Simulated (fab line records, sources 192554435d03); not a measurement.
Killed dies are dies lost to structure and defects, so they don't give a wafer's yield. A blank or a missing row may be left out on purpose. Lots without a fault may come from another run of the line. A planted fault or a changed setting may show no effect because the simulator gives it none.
fab line records | flow n5_finfet
record lots=24 wafers=72 last_day=19
route steps=1938 shown BEOL_M5@1130 BEOL_M6@1208
lots that met no fault: from a run of the same line without faults
start_h: hours from the record's first day to the start of the lot's first wafer shown | wait_h: hours since the lot's step before | " the same as in the row above | L1.1+2: a row that stands for several wafers | - no value, or no start given | * or withheld: withheld | < > ~ a bound
route shown NAME@n: a module of which the file shows steps, and the number in the route of the first | usual: mean/standard deviation of fault-free wafers | same: alike in all rows | chamber/n: place in a boat | sites: the reading at each site | _std_site: their standard deviation | _edge_site: outer sites' mean less inner sites' | radius_mm: how far each site lies from the wafer's centre | mask NAME#n: copy n | behind: the tool/chamber that last shaped the wafer | hold: why the lot was held/for how many hours/how that ended | device: the transistor (n, p or np) that didn't switch | end of line: the same wafers' tests at the end of the route | a step without rows: its recipe alone | killed: dies lost to structure and defects at the first sort, not the wafer's yield | map: a wafer's dies, x killed, . not, _ none there
set.NAME: the setting as run; set.NAME@STEP: as run at that earlier step | model.NAME: the simulator's own value behind a step, which no gauge read
steps of the route over a sample of lots; a table a step, a row a wafer
services: from which hour (start_h, from the record's first day; less than 0 if before it) a tool's chamber was out of use, for how many hours, and why
## steps
# step N5_BEOL_M5_ETCH_72
# recipe chemistry=N2/H2 target=underlayer target_depth_a=65 mask_material=CAR-EUV time_s=5.2 ion_energy_ev=200 pressure_mtorr=30 source_w=840 bias_w=150 n2_flow_sccm=200 h2_flow_sccm=200 ends=cleared
# usual drypump_motor_current_A=5.6/0.34 etch_rf_on_time_s=5.19/0.12 oes_product_au=0.65/0.068 rf_vpp_V=524.6/2.5 showerhead_plenum_p_Torr=2.56/0.085 throttle_valve_pct=18.06/0.22
# columns lot.wafer tool chamber start_h wait_h drypump_motor_current_A etch_rf_on_time_s oes_product_au rf_hours_counter_h rf_vpp_V showerhead_plenum_p_Torr throttle_valve_pct
L075.2 rie_diel-03 2 180.43 0.0 5.4 5.20 0.64 147 523.2 2.53 18.01
L075.3 " 1 " " 5.9 5.01 0.85 1 525.9 2.71 17.93
L075.5 " 2 " " 5.3 5.23 0.64 - 523.2 2.53 18.06
L074.2 rie_diel-01 3 189.10 0.0 6.5 5.16 0.63 185 520.8 2.43 18.04
L074.3 " 0 " " 5.7 5.24 0.60 189 523.2 2.54 18.17
L074.6 " 2 " " 5.5 5.16 0.64 - 525.8 2.65 18.21
L076.1 rie_diel-02 3 194.89 0.0 5.0 5.12 0.81 23 528.6 2.70 17.85
L076.4 " 1 " " 5.6 5.39 0.61 190 527.2 2.64 18.15
L076.5 " 1 " " 5.6 5.47 0.60 - 525.8 2.64 18.14
L077.3 rie_diel-02 2 200.13 0.0 5.7 5.06 0.62 199 522.9 2.52 18.18
L077.5 " 3 " " 5.0 5.08 0.80 - 525.6 2.70 17.85
L077.6 " 2 " " 5.7 5.09 0.62 - 523.9 2.52 18.16
L078.1 rie_diel-03 1 202.79 0.0 5.9 5.01 0.80 7 528.0 2.71 17.96
L078.2 " 0 " " 5.4 5.17 0.63 186 523.2 2.54 18.15
L078.3 " 2 " " 5.4 5.14 0.65 153 523.8 2.52 18.04
L079.2 rie_diel-02 2 214.34 0.0 5.7 5.10 0.62 202 527.4 2.52 18.20
L079.4 " 0 " " 5.8 5.24 0.72 62 522.6 2.49 17.51
L079.6 " 0 " " 5.8 5.23 0.71 - 519.6 2.49 17.52
L082.4 rie_diel-03 1 233.78 0.0 5.9 5.04 0.79 15 526.7 2.71 17.97
L082.5 " 3 " " 5.5 5.28 0.61 - 523.6 2.51 18.28
L082.6 " 0 " " 5.4 5.19 0.62 - 526.1 2.54 18.13
L081.2 rie_diel-02 3 239.16 0.0 5.0 5.20 0.77 33 526.7 2.70 17.85
L081.3 " 0 " " 5.8 5.25 0.71 67 521.9 2.48 17.54
L081.5 " 2 " " 5.6 5.13 0.61 - 525.5 2.52 18.18
L080.1 rie_diel-01 0 246.81 0.0 5.8 5.27 0.61 204 523.3 2.53 18.18
L080.2 " 3 " " 6.5 5.17 0.61 200 522.6 2.43 18.10
L080.6 " 1 " " 6.1 5.34 0.62 - 525.5 2.53 18.23
L084.1 rie_diel-01 3 250.46 0.0 6.4 5.11 0.60 201 520.6 2.43 18.11
L084.4 " 0 " " 5.8 5.20 0.60 206 524.9 2.53 18.19
L084.6 " 2 " " 5.5 5.20 0.61 - 525.2 2.64 18.25
L083.2 rie_diel-02 3 252.66 0.0 5.1 5.18 0.79 37 528.6 2.69 17.88
L083.3 " 2 " " 5.6 5.12 0.60 212 522.5 2.51 18.18
L083.5 " 2 " " 5.6 5.08 0.60 - 523.2 2.51 18.20
L085.2 rie_diel-01 0 254.05 0.0 5.7 5.18 0.60 208 521.4 2.53 18.20
L085.3 " 1 " " 6.1 5.23 0.62 203 524.4 2.52 18.25
L085.6 " 2 " " 5.5 5.11 0.62 - 527.2 2.64 18.22
L086.2 rie_diel-01 0 265.99 0.0 5.8 5.25 0.59 212 523.9 2.53 18.18
L086.3 " 1 " " 6.1 5.27 0.62 207 523.2 2.52 18.25
L086.4 " 2 " " 5.5 5.16 0.61 190 527.4 2.64 18.27
L088.2 rie_diel-03 2 285.48 0.0 5.4 5.20 0.63 172 523.6 2.52 18.09
L088.5 " 2 " " 5.3 5.14 0.62 - 522.3 2.52 18.07
L088.6 " 1 " " 5.9 4.94 0.77 - 529.9 2.70 18.01
L087.1 rie_diel-01 2 286.20 0.0 5.5 5.14 0.60 197 525.9 2.63 18.24
L087.2 " 3 " " 6.5 5.10 0.60 214 519.9 2.42 18.11
L087.6 " 1 " " 6.0 5.13 0.62 - 522.6 2.52 18.30
L091.3 rie_diel-03 2 289.43 0.0 5.3 5.15 0.63 174 524.6 2.52 18.08
L091.4 " 1 " " 5.9 4.93 0.79 27 527.3 2.70 17.99
L091.6 " 1 " " 5.9 4.87 0.78 - 526.9 2.70 17.99
L089.2 rie_diel-02 1 294.84 0.0 5.6 5.43 0.59 214 525.6 2.63 18.17
L089.4 " 0 " " 5.8 5.22 0.70 81 522.5 2.48 17.58
L089.5 " 1 " " 5.6 5.41 0.59 - 526.6 2.63 18.20
L092.4 rie_diel-03 0 314.28 0.0 5.4 5.25 0.61 212 521.5 2.53 18.19
L092.5 " 2 " " 5.3 5.20 0.62 - 525.2 2.51 18.10
L092.6 " 1 " " 6.0 5.02 0.76 - 527.0 2.70 18.02
L090.2 rie_diel-03 2 314.61 0.0 5.4 5.23 0.62 181 522.7 2.51 18.09
L090.3 " 3 " " 5.5 5.29 0.59 233 522.5 2.50 18.30
L090.4 " 0 " " 5.4 5.20 0.61 212 522.4 2.53 18.17
L093.1 rie_diel-02 1 320.85 0.0 5.6 5.43 0.58 223 524.7 2.62 18.22
L093.2 " 3 " " 5.1 5.03 0.77 56 527.7 2.69 17.90
L093.4 " 0 " " 5.8 5.17 0.69 89 522.8 2.48 17.58
L094.1 rie_diel-02 1 335.25 0.0 5.6 5.47 0.58 228 524.8 2.62 18.22
L094.2 " 0 " " 5.8 5.26 0.69 94 522.9 2.47 17.58
L094.3 " 3 " " 5.1 5.11 0.74 61 529.5 2.68 17.89
L095.1 rie_diel-02 2 335.54 0.0 5.6 5.11 0.59 238 524.3 2.50 18.27
L095.4 " 1 " " 5.6 5.40 0.58 228 526.0 2.62 18.21
L095.5 " 1 " " 5.6 5.42 0.58 - 528.2 2.62 18.21
L096.3 rie_diel-02 2 344.95 0.0 5.6 5.10 0.59 243 522.3 2.50 18.25
L096.5 " 0 " " 5.8 5.18 0.69 - 520.1 2.47 17.59
L096.6 " 3 " " 5.1 5.06 0.75 - 525.5 2.68 17.91
L097.1 rie_diel-02 0 345.42 0.0 5.8 5.13 0.69 99 521.9 2.47 17.57
L097.5 " 1 " " 5.6 5.38 0.57 - 525.3 2.62 18.22
L097.6 " 0 " " 5.8 5.13 0.69 - 519.2 2.47 17.60
# step N5_BEOL_M5_STRIP_91
# recipe chemistry=N2/H2 time_s=10 power_w=450 temp_c=40 pressure_mtorr=20 rf_frequency_hz=6e+07 bias_power_w=7 n2_flow_sccm=200 h2_flow_sccm=200
# usual drypump_motor_current_A=5.7/0.35 oes_product_au=0.75/0.075 rf_vpp_V=59.2/0.9 showerhead_plenum_p_Torr=2.56/0.082 temp_c=40.00/0.11 throttle_valve_pct=23.88/0.26
# columns lot.wafer tool chamber start_h wait_h drypump_motor_current_A oes_product_au rf_hours_counter_h rf_vpp_V showerhead_plenum_p_Torr temp_c throttle_valve_pct
L075.2 rie_diel-01 2 - - 5.5 0.74 167 60.6 2.64 39.94 23.84
L075.3 " 0 " " 5.7 0.72 188 59.1 2.54 40.13 24.01
L075.5 " 0 " " 5.7 0.73 - 60.6 2.54 40.08 24.02
L074.2 rie_diel-02 0 - - 5.8 0.86 56 58.7 2.49 39.88 23.24
L074.3 " 2 " " 5.7 0.71 198 60.1 2.52 39.79 23.99
L074.6 " 3 " " 5.1 0.94 - 59.4 2.70 39.86 23.58
L076.1 rie_diel-02 3 - - 5.0 0.94 23 58.7 2.70 40.17 23.60
L076.4 " 1 " " 5.6 0.73 190 58.7 2.64 39.86 24.02
L076.5 " 0 " " 5.8 0.85 - 60.0 2.48 40.04 23.25
L077.3 rie_diel-03 1 - - 5.9 0.94 6 57.7 2.71 39.99 23.88
L077.5 " 2 " " 5.4 0.75 - 61.1 2.52 40.14 23.72
L077.6 " 3 " " 5.5 0.74 - 60.2 2.51 39.77 24.11
L078.1 rie_diel-01 2 - - 5.5 0.72 174 60.4 2.64 40.07 23.85
L078.2 " 1 " " 6.0 0.74 189 59.6 2.53 39.82 24.11
L078.3 " 0 " " 5.7 0.71 194 58.5 2.53 39.75 24.00
L079.2 rie_diel-01 2 - - 5.5 0.73 176 60.1 2.64 39.98 23.86
L079.4 " 0 " " 5.7 0.72 196 57.7 2.53 40.10 24.00
L079.6 " 3 " " 6.5 0.73 - 58.4 2.42 40.08 23.94
L082.4 rie_diel-01 2 - - 5.5 0.71 179 58.3 2.64 40.14 23.85
L082.5 " 3 " " 6.5 0.73 - 58.6 2.42 39.85 23.95
L082.6 " 2 " " 5.5 0.72 - 58.3 2.64 40.03 23.83
L081.2 rie_diel-02 0 - - 5.8 0.83 68 59.4 2.48 40.15 23.27
L081.3 " 3 " " 5.0 0.92 34 60.8 2.69 40.18 23.60
L081.5 " 2 " " 5.7 0.70 - 60.1 2.51 40.01 24.01
L080.1 rie_diel-02 0 - - 5.8 0.83 70 60.6 2.48 40.14 23.25
L080.2 " 3 " " 5.1 0.91 35 59.1 2.69 39.91 23.60
L080.6 " 0 " " 5.8 0.84 - 59.4 2.48 39.95 23.25
L084.1 rie_diel-02 3 - - 5.0 0.91 37 59.9 2.69 40.00 23.62
L084.4 " 0 " " 5.7 0.83 72 59.8 2.48 40.08 23.28
L084.6 " 3 " " 5.0 0.91 - 59.7 2.69 39.86 23.63
L083.2 rie_diel-01 1 - - 6.1 0.72 204 58.8 2.52 40.11 24.10
L083.3 " 2 " " 5.5 0.71 188 59.0 2.63 40.22 23.87
L083.5 " 3 " " 6.5 0.72 - 57.7 2.42 40.03 23.94
L085.2 rie_diel-02 0 - - 5.8 0.83 73 59.3 2.48 40.00 23.28
L085.3 " 2 " " 5.6 0.70 214 60.1 2.51 39.97 24.02
L085.6 " 1 " " 5.6 0.71 - 59.5 2.63 40.04 24.04
L086.2 rie_diel-03 2 - - 5.3 0.73 167 59.1 2.51 40.23 23.74
L086.3 " 0 " " 5.4 0.72 197 59.0 2.53 40.26 24.06
L086.4 " 1 " " 6.0 0.90 20 59.9 2.70 40.07 23.89
L088.2 rie_diel-01 1 - - 6.1 0.72 214 59.1 2.52 39.92 24.13
L088.5 " 2 " " 5.5 0.70 - 59.8 2.63 40.28 23.88
L088.6 " 1 " " 6.1 0.72 - 58.9 2.52 40.08 24.13
L087.1 rie_diel-02 1 - - 5.6 0.72 213 59.2 2.62 39.91 24.05
L087.2 " 3 " " 5.0 0.91 45 60.1 2.69 39.93 23.62
L087.6 " 3 " " 5.1 0.90 - 60.6 2.69 39.67 23.63
L091.3 rie_diel-02 0 - - 5.8 0.83 80 58.1 2.48 40.03 23.28
L091.4 " 1 " " 5.6 0.71 214 59.2 2.63 40.13 24.05
L091.6 " 2 " " 5.6 0.69 - 58.8 2.51 40.12 24.02
L089.2 rie_diel-03 0 - - 5.4 0.72 207 58.9 2.53 39.93 24.08
L089.4 " 3 " " 5.5 0.72 227 60.6 2.50 39.77 24.14
L089.5 " 2 " " 5.4 0.73 - 61.4 2.51 40.03 23.75
L092.4 rie_diel-01 2 - - 5.5 0.69 - 58.8 2.63 40.02 23.89
L092.5 " 0 " " 5.7 0.68 - 60.6 2.52 39.84 24.07
L092.6 " 1 " " 6.0 0.71 - 59.4 2.51 40.04 24.15
L090.2 rie_diel-01 1 - - 6.0 0.71 225 58.1 2.51 39.81 24.13
L090.3 " 0 " " 5.8 0.69 231 57.3 2.52 39.99 24.05
L090.4 " 0 " " 5.7 0.68 - 57.9 2.52 39.93 24.06
L093.1 rie_diel-02 3 - - 5.0 0.88 57 57.9 2.68 40.08 23.64
L093.2 " 0 " " 5.8 0.82 89 58.7 2.47 39.96 23.28
L093.4 " 1 " " 5.6 0.72 223 58.7 2.62 40.01 24.07
L095.1 rie_diel-01 2 - - 5.5 0.69 220 59.0 2.62 40.10 23.91
L095.4 " 1 " " 6.1 0.71 - 61.1 2.51 40.06 24.14
L095.5 " 2 " " 5.5 0.69 - 59.9 2.62 39.93 23.90
L094.1 rie_diel-02 2 - - 5.6 0.69 243 57.5 2.50 40.07 24.07
L094.2 " 0 " " 5.8 0.82 98 58.4 2.47 40.02 23.31
L094.3 " 1 " " 5.6 0.70 232 59.2 2.62 40.06 24.06
L097.1 rie_diel-02 3 - - 5.0 0.88 67 59.0 2.68 39.89 23.65
L097.5 " 0 " " 5.8 0.81 - 59.3 2.47 40.03 23.30
L097.6 " 3 " " 5.0 0.87 - 60.1 2.68 39.91 23.65
L096.3 rie_diel-03 3 - - 5.5 0.72 240 58.3 2.49 39.88 24.15
L096.5 " 3 " " 5.5 0.71 - 57.4 2.49 39.97 24.15
L096.6 " 0 " " 5.4 0.72 - 58.8 2.52 40.01 24.08
# step N5_BEOL_M5_SPUTTER_48
# recipe material=Cu target_thk_a=150 temp_c=-20 chamber_pressure_pa=0.07 power_w=withheld time_s=27.62
# usual throttle_valve_pct=30.8/0.99
# columns lot.wafer tool chamber start_h wait_h throttle_valve_pct
L075.2 pvd_sputter-01 - 183.49 0.1 30.7
L075.3 " - " " 30.6
L075.5 " - " " 32.1
L074.2 pvd_sputter-01 - 194.80 0.2 29.8
L074.3 " - " " 32.4
L074.6 " - " " 32.3
L076.1 pvd_sputter-02 - 197.69 0.2 30.1
L076.4 " - " " 32.4
L076.5 " - " " 29.8
L077.3 pvd_sputter-02 - 203.46 0.1 32.4
L077.5 " - " " 30.6
L077.6 " - " " 31.4
L078.1 pvd_sputter-01 - 210.50 0.1 30.9
L078.2 " - " " 30.5
L078.3 " - " " 32.0
L079.2 pvd_sputter-01 - 220.84 0.1 29.5
L079.4 " - " " 32.1
L079.6 " - " " 31.0
L082.4 pvd_sputter-01 - 238.68 0.0 31.0
L082.5 " - " " 29.6
L082.6 " - " " 32.0
L081.2 pvd_sputter-01 - 243.15 0.4 29.7
L081.3 " - " " 32.1
L081.5 " - " " 30.7
L080.1 pvd_sputter-01 - 251.33 0.1 29.8
L080.2 " - " " 30.6
L080.6 " - " " 30.8
L084.1 pvd_sputter-02 - 255.41 0.1 32.2
L084.4 " - " " 31.8
L084.6 " - " " 32.3
L083.2 pvd_sputter-01 - 257.31 0.1 29.6
L083.3 " - " " 30.7
L083.5 " - " " 30.6
L085.2 pvd_sputter-01 - 261.74 1.5 30.7
L085.3 " - " " 32.1
L085.6 " - " " 30.4
L086.2 pvd_sputter-02 - 268.50 0.1 30.1
L086.3 " - " " 31.5
L086.4 " - " " 30.1
L088.2 pvd_sputter-03 - 289.51 0.1 28.7
L088.5 " - " " 30.9
L088.6 " - " " 31.2
L087.1 pvd_sputter-01 - 290.67 0.8 32.5
L087.2 " - " " 30.8
L087.6 " - " " 30.9
L091.3 pvd_sputter-02 - 294.85 0.2 30.0
L091.4 " - " " 30.0
L091.6 " - " " 30.3
L089.2 pvd_sputter-03 - 298.56 0.1 30.8
L089.4 " - " " 28.9
L089.5 " - " " 30.6
L092.4 pvd_sputter-02 - 318.09 0.1 30.3
L092.5 " - " " 32.3
L092.6 " - " " 30.0
L090.2 pvd_sputter-03 - 318.72 0.4 30.9
L090.3 " - " " 31.4
L090.4 " - " " 30.6
L093.1 pvd_sputter-01 - 323.50 0.1 32.5
L093.2 " - " " 30.6
L093.4 " - " " 32.1
L095.1 pvd_sputter-03 - 344.30 0.2 28.6
L095.4 " - " " 30.8
L095.5 " - " " 28.9
L094.1 pvd_sputter-02 - 344.45 0.2 29.8
L094.2 " - " " 30.3
L094.3 " - " " 31.6
L096.3 pvd_sputter-02 - 351.12 0.1 30.2
L096.5 " - " " 31.4
L096.6 " - " " 30.1
L097.1 pvd_sputter-01 - 351.25 0.1 32.4
L097.5 " - " " 32.2
L097.6 " - " " 29.8
# step N5_BEOL_M5_CO_CAP_78
# recipe material=Co target_thk_a=20 temp_c=200 precursor=CCTBA/H2 pressure_torr=30 time_s=102.1
# usual heater_power_w=235/17
# columns lot.wafer tool chamber start_h wait_h heater_power_w
L075.2 cvd_co-01 1 192.24 0.0 235
L075.3 " 2 " " 226
L075.5 " 2 " " 234
L074.2 cvd_co-01 0 200.75 0.0 261
L074.3 " 1 " " 233
L074.6 " 1 " " 231
L076.1 cvd_co-01 1 203.06 0.0 232
L076.4 " 1 " " 230
L076.5 " 0 " " 266
L077.3 cvd_co-02 1 208.68 0.0 232
L077.5 " 2 " " 210
L077.6 " 1 " " 233
L078.1 cvd_co-02 1 218.07 0.0 233
L078.2 " 0 " " 232
L078.3 " 2 " " 219
L079.2 cvd_co-02 2 227.87 0.0 213
L079.4 " 2 " " 212
L079.6 " 1 " " 239
L082.4 cvd_co-01 2 247.89 0.0 226
L082.5 " 0 " " 264
L082.6 " 1 " " 231
L081.2 cvd_co-01 0 250.13 0.0 271
L081.3 " 2 " " 226
L081.5 " 2 " " 228
L080.1 cvd_co-02 2 257.21 0.0 209
L080.2 " 0 " " 237
L080.6 " 1 " " 232
L084.1 cvd_co-02 2 260.63 0.0 211
L084.4 " 2 " " 215
L084.6 " 0 " " 226
L083.2 cvd_co-01 2 262.53 0.0 230
L083.3 " 1 " " 232
L083.5 " 2 " " 234
L085.2 cvd_co-01 2 267.28 0.0 226
L085.3 " 0 " " 265
L085.6 " 2 " " 230
L086.2 cvd_co-01 1 274.07 0.0 234
L086.3 " 0 " " 266
L086.4 " 0 " " 269
L088.2 cvd_co-01 0 295.02 0.0 267
L088.5 " 0 " " 254
L088.6 " 2 " " 227
L087.1 cvd_co-01 2 295.89 0.0 233
L087.2 " 1 " " 231
L087.6 " 1 " " 228
L091.3 cvd_co-02 1 300.07 0.0 240
L091.4 " 2 " " 219
L091.6 " 0 " " 233
L089.2 cvd_co-02 2 303.99 0.0 210
L089.4 " 2 " " 208
L089.5 " 0 " " 234
L092.4 cvd_co-01 2 323.35 0.0 229
L092.5 " 1 " " 231
L092.6 " 0 " " 274
L090.2 cvd_co-01 0 323.93 0.0 269
L090.3 " 1 " " 231
L090.4 " 1 " " 228
L093.1 cvd_co-02 0 328.86 0.0 227
L093.2 " 1 " " 236
L093.4 " 1 " " 241
L095.1 cvd_co-02 2 349.52 0.0 213
L095.4 " 1 " " 242
L095.5 " 0 " " 235
L094.1 cvd_co-02 2 349.68 0.0 221
L094.2 " 1 " " 248
L094.3 " 0 " " 228
L096.3 cvd_co-01 0 356.33 0.0 263
L096.5 " 0 " " 263
L096.6 " 1 " " 210
L097.1 cvd_co-02 1 356.47 0.0 234
L097.5 " 0 " " 230
L097.6 " 1 " " 239
# step N5_BEOL_M5_DEP_56
# recipe material=SiCN target_thk_a=80 temp_c=withheld precursor=3MS/NH3 pressure_torr=3 rf_w=202 time_s=14
# usual showerhead_plenum_p_Torr=3.663/0.013 throttle_valve_pct=9.0/0.48
# columns lot.wafer tool chamber start_h wait_h showerhead_plenum_p_Torr throttle_valve_pct
L075.2 pecvd-02 2 192.36 0.0 3.653 8.3
L075.3 " 1 " " 3.667 8.7
L075.5 " 1 " " 3.666 8.9
L074.2 pecvd-02 2 200.87 0.0 3.651 8.3
L074.3 " 0 " " 3.663 9.6
L074.6 " 2 " " 3.650 8.4
L076.1 pecvd-01 1 203.18 0.0 3.667 8.9
L076.4 " 1 " " 3.654 9.3
L076.5 " 2 " " 3.671 8.4
L077.3 pecvd-01 1 208.80 0.0 3.657 9.4
L077.5 " 1 " " 3.652 9.4
L077.6 " 2 " " 3.684 8.2
L078.1 pecvd-04 2 218.19 0.0 3.666 9.2
L078.2 " 1 " " 3.677 9.6
L078.3 " 0 " " 3.645 9.0
L079.2 pecvd-04 2 227.98 0.0 3.671 9.0
L079.4 " 1 " " 3.681 9.4
L079.6 " 0 " " 3.645 9.3
L082.4 pecvd-01 2 247.99 0.0 3.679 8.5
L082.5 " 0 " " 3.667 8.6
L082.6 " 1 " " 3.658 9.4
L081.2 pecvd-02 2 250.24 0.0 3.648 8.3
L081.3 " 0 " " 3.656 9.8
L081.5 " 2 " " 3.648 8.3
L080.1 pecvd-01 2 257.32 0.0 3.669 8.3
L080.2 " 0 " " 3.657 8.5
L080.6 " 1 " " 3.667 9.5
L084.1 pecvd-04 0 260.74 0.0 3.648 9.3
L084.4 " 1 " " 3.682 9.6
L084.6 " 2 " " 3.678 9.2
L083.2 pecvd-02 1 262.65 0.0 3.667 9.0
L083.3 " 2 " " 3.644 8.5
L083.5 " 1 " " 3.661 8.9
L085.2 pecvd-02 2 267.39 0.0 3.649 8.3
L085.3 " 0 " " 3.666 9.7
L085.6 " 0 " " 3.657 9.7
L086.2 pecvd-01 1 274.20 0.0 3.660 9.6
L086.3 " 2 " " 3.677 8.4
L086.4 " 0 " " 3.649 8.6
L088.2 pecvd-04 0 295.14 0.0 3.647 8.9
L088.5 " 1 " " 3.678 9.3
L088.6 " 2 " " 3.670 9.2
L087.1 pecvd-01 0 296.00 0.0 3.665 8.5
L087.2 " 1 " " 3.666 9.3
L087.6 " 1 " " 3.658 9.2
L091.3 pecvd-02 0 300.19 0.0 3.665 9.8
L091.4 " 2 " " 3.655 8.5
L091.6 " 1 " " 3.665 8.8
L089.2 pecvd-02 1 304.14 0.0 3.672 8.6
L089.4 " 1 " " 3.670 9.1
L089.5 " 2 " " 3.660 8.6
L092.4 pecvd-04 1 323.44 0.0 3.680 9.5
L092.5 " 0 " " 3.639 9.2
L092.6 " 2 " " 3.674 9.2
L090.2 pecvd-04 1 324.05 0.0 3.683 9.5
L090.3 " 0 " " 3.641 9.1
L090.4 " 0 " " 3.638 8.8
L093.1 pecvd-02 1 328.97 0.0 3.672 8.6
L093.2 " 2 " " 3.637 8.4
L093.4 " 2 " " 3.657 8.3
L095.1 pecvd-01 2 349.64 0.0 3.677 8.3
L095.4 " 1 " " 3.663 9.3
L095.5 " 0 " " 3.673 8.6
L094.1 pecvd-04 1 349.80 0.0 3.667 9.8
L094.2 " 2 " " 3.670 9.0
L094.3 " 0 " " 3.643 8.9
L096.3 pecvd-02 2 356.45 0.0 3.647 8.2
L096.5 " 0 " " 3.651 9.6
L096.6 " 2 " " 3.642 8.6
L097.1 pecvd-04 2 356.59 0.0 3.684 9.1
L097.5 " 2 " " 3.681 9.3
L097.6 " 0 " " 3.641 9.1
# step N5_BEOL_M6_OVL_MEAS_12
# recipe points_per_wafer=44
# usual M6_OVL=0.0/0.77
# same points_per_wafer=44
# columns lot.wafer tool chamber start_h wait_h M6_OVL[nm]
L075.2 overlay-01 0 194.72 0.0 -0.6
L075.3 " 0 " " 0.5
L075.5 " 0 " " 1.7
L074.2 overlay-02 0 202.84 0.0 0.0
L074.3 " 0 " " -1.3
L074.6 " 0 " " 0.3
L076.1 overlay-01 0 207.63 0.0 0.6
L076.4 " 0 " " 0.7
L076.5 " 0 " " 0.6
L077.3 overlay-01 0 211.44 0.0 1.8
L077.5 " 0 " " 0.6
L077.6 " 0 " " -0.3
L078.1 overlay-02 0 220.90 0.0 -0.5
L078.2 " 0 " " -0.6
L078.3 " 0 " " -1.1
L079.2 overlay-01 0 233.10 0.0 -1.0
L079.4 " 0 " " 0.0
L079.6 " 0 " " -0.5
L082.4 overlay-01 0 250.17 0.0 2.0
L082.5 " 0 " " 1.1
L082.6 " 0 " " 1.3
L081.2 overlay-02 0 251.57 0.0 -0.2
L081.3 " 0 " " -0.5
L081.5 " 0 " " -1.1
L080.1 overlay-02 0 262.94 0.0 -0.7
L080.2 " 0 " " 0.5
L080.6 " 0 " " -0.5
L084.1 overlay-02 0 265.53 0.0 -0.5
L084.4 " 0 " " -0.8
L084.6 " 0 " " 0.5
L083.2 overlay-01 0 265.69 0.0 0.0
L083.3 " 0 " " 1.0
L083.5 " 0 " " 0.4
L085.2 overlay-02 0 268.81 0.0 0.0
L085.3 " 0 " " 0.4
L085.6 " 0 " " 0.2
L086.2 overlay-02 0 276.05 0.0 -0.4
L086.3 " 0 " " -0.1
L086.4 " 0 " " 0.2
L088.2 overlay-01 0 297.27 0.0 0.5
L088.5 " 0 " " 0.4
L088.6 " 0 " " 0.5
L087.1 overlay-02 0 297.50 0.0 -1.0
L087.2 " 0 " " -0.1
L087.6 " 0 " " -0.5
L091.3 overlay-02 0 302.02 0.0 0.9
L091.4 " 0 " " 1.3
L091.6 " 0 " " -0.3
L089.2 overlay-02 0 306.07 0.0 0.5
L089.4 " 0 " " 0.4
L089.5 " 0 " " 0.1
L092.4 overlay-02 0 326.71 0.0 1.4
L092.5 " 0 " " 1.2
L092.6 " 0 " " 1.3
L090.2 overlay-02 0 327.14 0.0 -0.2
L090.3 " 0 " " -0.3
L090.4 " 0 " " -0.5
L093.1 overlay-01 0 330.65 0.0 -0.2
L093.2 " 0 " " -0.5
L093.4 " 0 " " -1.4
L095.1 overlay-02 0 350.97 0.0 0.3
L095.4 " 0 " " 0.9
L095.5 " 0 " " -0.6
L094.1 overlay-02 0 351.16 0.0 -0.8
L094.2 " 0 " " -1.2
L094.3 " 0 " " -0.1
L096.3 overlay-02 0 358.55 0.0 0.0
L096.5 " 0 " " 0.9
L096.6 " 0 " " 1.0
L097.1 overlay-01 0 358.73 0.0 -1.0
L097.5 " 0 " " -0.2
L097.6 " 0 " " -1.2
## services
# columns tool chamber start_h hours kind
cvd_co-02 - 163.65 6.9 pm
pecvd-01 0 166.14 7.5 repair
pvd_sputter-03 - 168.35 2.5 repair
pecvd-01 - 175.72 2.8 pm
pecvd-01 - 216.05 2.1 repair
pecvd-01 - 227.20 4.2 repair
rie_diel-03 - 238.74 15.6 pm
rie_diel-02 - 241.28 5.4 repair
pecvd-02 - 250.45 0.5 repair
cvd_co-02 - 254.53 0.8 repair
pvd_sputter-03 - 256.81 10.5 repair
rie_diel-03 0 260.05 1.3 repair
pecvd-04 - 289.15 1.3 repair
pecvd-04 - 292.24 0.7 repair
cvd_co-02 1 301.81 3.3 repair
pecvd-01 1 308.21 9.5 repair
cvd_co-02 - 316.03 2.8 pm
pecvd-02 - 318.23 2.8 pm
cvd_co-01 1 327.14 3.5 repair
rie_diel-03 - 329.81 14.6 pm
rie_diel-01 - 333.19 2.8 pm
cvd_co-01 1 333.35 - clean
cvd_co-01 1 333.35 22.0 scheduled_down
cvd_co-01 1 333.35 22.0 vent_cycle
## key
fault none
